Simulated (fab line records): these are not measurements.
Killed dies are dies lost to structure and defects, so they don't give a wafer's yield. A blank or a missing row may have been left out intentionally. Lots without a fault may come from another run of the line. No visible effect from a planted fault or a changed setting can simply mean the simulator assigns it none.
Chamber matching || flow nandHarc || NHARC_A_WL_FILL_ETCHBACK_26 on rieSi-01 has 4 sister chambers
The step etches the open film in HBr, target depth 52 nm, time 13.3 s. 4 wafers are shown with their chamber, then 6 later ones without.

== WAFERS, EACH WITH ITS CHAMBER ==
{"wafer": "L879.3", "chamber": 1, "oesProductAu (a.u.)": 1.001}
{"wafer": "L879.4", "chamber": 0, "oesProductAu (a.u.)": 0.989}
{"wafer": "L883.5", "chamber": 2, "oesProductAu (a.u.)": 1.008}
{"wafer": "L883.6", "chamber": 3, "oesProductAu (a.u.)": 0.999}

== WAFERS WITHOUT THEIR CHAMBER ==
{"wafer": "L893.2", "oesProductAu (a.u.)": 1.003}
{"wafer": "L893.4", "oesProductAu (a.u.)": 1.007}
{"wafer": "L893.6", "oesProductAu (a.u.)": 1.007}
{"wafer": "L896.1", "oesProductAu (a.u.)": 1.008}
{"wafer": "L896.2", "oesProductAu (a.u.)": 1.016}
{"wafer": "L896.3", "oesProductAu (a.u.)": 0.996}

== EACH ONE'S CHAMBER ==
{"wafer": "L893.2", "from the rows above": "can't be placed: 1 or 3 or 2", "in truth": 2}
{"wafer": "L893.4", "from the rows above": "can't be placed: 2 or 1 or 3", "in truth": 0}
{"wafer": "L893.6", "from the rows above": "can't be placed: 2 or 1 or 3", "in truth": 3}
{"wafer": "L896.1", "from the rows above": "can't be placed: 2 or 1", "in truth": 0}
{"wafer": "L896.2", "from the rows above": "can't be placed: 2 or 1", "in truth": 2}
{"wafer": "L896.3", "from the rows above": "can't be placed: 3 or 1 or 0", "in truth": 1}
Correct placement for 0 of the 6. Unplaceable from these rows: 6, with the true chamber sitting among the candidates in 4. 0 placed wrongly.
How it was worked out, from the rows above alone: a wafer's distance from a chamber is the root of the sum, over the readings, of the square of ((its reading less the chamber's mean) divided by the reading's scatter). The wafer belongs to the nearest chamber; if the next one is less than 2 further off, it can't be placed. For every chamber, the mean is computed from those of its wafers that are shown. The scatter: with one shown wafer a chamber, the root of the mean of the squares of how far each hidden wafer lies from its nearest shown one.
